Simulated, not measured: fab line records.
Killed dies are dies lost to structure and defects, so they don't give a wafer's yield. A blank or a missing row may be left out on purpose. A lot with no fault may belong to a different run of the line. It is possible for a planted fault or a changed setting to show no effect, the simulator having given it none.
Matching of chambers / flow n5 finfet / rie diel-03 running N5_BEOL_M8_VIA_ETCH_34: 4 sister chambers
The step etches SiCOH lowk in C4F6/O2, target depth 125.5 nm, time 50.5 s. 4 wafers are shown with their chamber, then 10 later ones without.

== WAFERS, EACH WITH ITS CHAMBER ==
wafer=L088.3; chamber=1; drypump motor current A (A)=6.0
wafer=L088.5; chamber=0; drypump motor current A (A)=5.9
wafer=L089.1; chamber=2; drypump motor current A (A)=5.3
wafer=L089.2; chamber=3; drypump motor current A (A)=5.8

== WAFERS WITHOUT THEIR CHAMBER ==
wafer=L089.4; drypump motor current A (A)=6.0
wafer=L092.2; drypump motor current A (A)=5.8
wafer=L092.4; drypump motor current A (A)=5.8
wafer=L092.6; drypump motor current A (A)=5.7
wafer=L095.1; drypump motor current A (A)=5.9
wafer=L095.3; drypump motor current A (A)=5.7
wafer=L095.4; drypump motor current A (A)=6.0
wafer=L094.1; drypump motor current A (A)=5.3
wafer=L094.4; drypump motor current A (A)=6.0
wafer=L094.6; drypump motor current A (A)=5.9

== WHICH CHAMBER EACH ONE RAN IN ==
wafer=L089.4; from the rows above=1; in truth=1
wafer=L092.2; from the rows above=3; in truth=3
wafer=L092.4; from the rows above=3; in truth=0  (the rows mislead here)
wafer=L092.6; from the rows above=3; in truth=3
wafer=L095.1; from the rows above=0; in truth=0
wafer=L095.3; from the rows above=3; in truth=3
wafer=L095.4; from the rows above=1; in truth=1
wafer=L094.1; from the rows above=2; in truth=2
wafer=L094.4; from the rows above=1; in truth=1
wafer=L094.6; from the rows above=0; in truth=0
9 of 10 placed correctly. Number that these rows cannot place: 0. Number placed wrongly: 1.
How it was worked out, from the rows above alone: a wafer's distance from a chamber is the root of the sum, over the readings, of the square of ((its reading less the chamber's mean) divided by the reading's scatter). The wafer belongs to the nearest chamber; if the next one is less than 2 further off, it can't be placed. The mean given for a chamber averages the wafers shown for that chamber. The scatter: root of mean squared gap, hidden wafer to nearest shown wafer, with one shown wafer a chamber.
